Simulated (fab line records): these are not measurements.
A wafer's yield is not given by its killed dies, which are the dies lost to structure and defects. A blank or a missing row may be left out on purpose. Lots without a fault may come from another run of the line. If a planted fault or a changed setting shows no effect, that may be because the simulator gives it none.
Comparing a struck lot with a sound one + flow nand harc + 16 steps out of a route of 1159
Sound: wafers L872.2, L872.3, L872.4. Struck: wafer L883.1 (L883.4, L883.5, from the same lot, were not struck and are left out); the cause is given at the end.
At each step with rows: each side's tool, then ch and its chambers, then its first start. Under that, the readings that differ: sound wafers + struck wafers + difference of the means + sigmas: that difference in standard deviations of wafers without a fault.
alike: same words and numbers on both sides, and readings whose means sit less than 2 such deviations apart. not compared: any withheld reading, any reading some wafer has no value for, any bound like >300 that may hide the same value, and any number with overlapping values for which the record gives no deviation.
Wherever a step has rows on one side only, a row that says differs or no value, or a row with sigmas, the two part there. Numbers that don't overlap but have no deviation are shown without sigmas and don't part them. Lack of a reading on every wafer of one side parts them only where that side has two or more wafers.

NHARC_P_M0_OVL_MEAS_10: pitch 180 nm.
  sound on overlay-01, day 6 03:05; struck on overlay-02, day 8 23:49
  alike: overlay x nm, overlay y nm
NHARC_P_M0_INSPECT_11:
  sound on defect inspect-02, day 6 03:07; struck on defect inspect-02, day 8 23:51
  alike: raw defect count
then, 1 step without rows for these wafers: NHARC_P_M0_DESCUM_14 (chemistry O2, time 3 s).
NHARC_P_M0_ETCH_34: etches the open film in N2/H2, target depth 40 nm, overetch 12 nm, time 43.94 s.
  sound on rie diel-01 ch 0,2,3, day 6 03:16; struck on rie diel-08 ch 0, day 9 00:01
| reading                | sound  | struck | difference | sigmas |
|------------------------|--------|--------|------------|--------|
| rf hours counter h (h) | 9 9 10 | 4      | -5         |        |
  alike: drypump motor current A, mfc ar sccm, oes product au, rf vpp V, showerhead plenum p Torr, throttle valve pct
then, 1 step without rows for these wafers: NHARC_P_M0_ETCH_15 (etches the open film in C4F8/Ar, target depth 150 nm, overetch 15 nm, time 82.5 s).
NHARC_P_M0_CD_MEAS_16:
  sound on cd sem-03, day 6 03:29; struck on cd sem-03, day 9 00:13
  alike: cd nm
NHARC_P_M0_STRIP_18: strips in N2/H2.
  sound on rie diel-08 ch 0,1,2, day 6 03:33; struck on rie diel-01 ch 2, day 9 00:19
| reading                | sound    | struck | difference | sigmas |
|------------------------|----------|--------|------------|--------|
| rf hours counter h (h) | 11 12 13 | 3      | -9         |        |
  alike: drypump motor current A, mfc ar sccm, oes product au, rf vpp V, showerhead plenum p Torr, throttle valve pct
then, 1 step without rows for these wafers: NHARC_P_M0_STRIP_19 (strips in post etch residue remover, time 600 s).
NHARC_P_M0_DEGAS_28: time 60 s.
  sound on pvd sputter-03, day 6 04:06; struck on pvd sputter-02, day 9 00:50
  alike: heater power w
NHARC_P_M0_PRE_CLEAN_29: time 30 s.
  sound on pvd sputter-03; struck on pvd sputter-02
| reading            | sound       | struck | difference | sigmas |
|--------------------|-------------|--------|------------|--------|
| heater power w (W) | 427 445 372 | 354    | -61        | -2     |
then, 1 step without rows for these wafers: NHARC_P_M0_PVD_20 (deposits TaN, target thk 5 nm, time 8.06 s).
NHARC_P_M0_PVD_21: deposits Cu, target thk 30 nm, time 20.49 s.
  sound on pvd sputter-03; struck on pvd sputter-02
  alike: throttle valve pct
NHARC_P_M0_ECD_22: material Cu, target thk 400 nm.
  sound on ecd cu-02 ch 0,1, day 6 04:31; struck on ecd cu-02 ch 0,1, day 9 01:14
then, 1 step without rows for these wafers: NHARC_P_M0_ANNEAL_30 (time 90 s).
NHARC_P_M0_CMP_23: polishes, t overpolish 20 s, target thk 117.53 nm.
  sound on cmp-01 ch 0,1,2, day 6 05:13; struck on cmp-04 ch 0, day 9 01:58
| reading                | sound    | struck | difference | sigmas |
|------------------------|----------|--------|------------|--------|
| time to endpoint s (s) | 28 39 31 | 9      | -24        | -7     |
  alike: motor current A
NHARC_P_M0_THK_MEAS_24: measures by xrf.
  sound on film metro-02, day 6 05:31; struck on film metro-02, day 9 02:16
  alike: thk nm

## WHERE THEY PART
First at NHARC_P_M0_PRE_CLEAN_29; last, within this record, at NHARC_P_M0_CMP_23. Later steps at which nothing parts them and some readings are alike: NHARC_P_M0_THK_MEAS_24.

WHY: what the simulator had put in
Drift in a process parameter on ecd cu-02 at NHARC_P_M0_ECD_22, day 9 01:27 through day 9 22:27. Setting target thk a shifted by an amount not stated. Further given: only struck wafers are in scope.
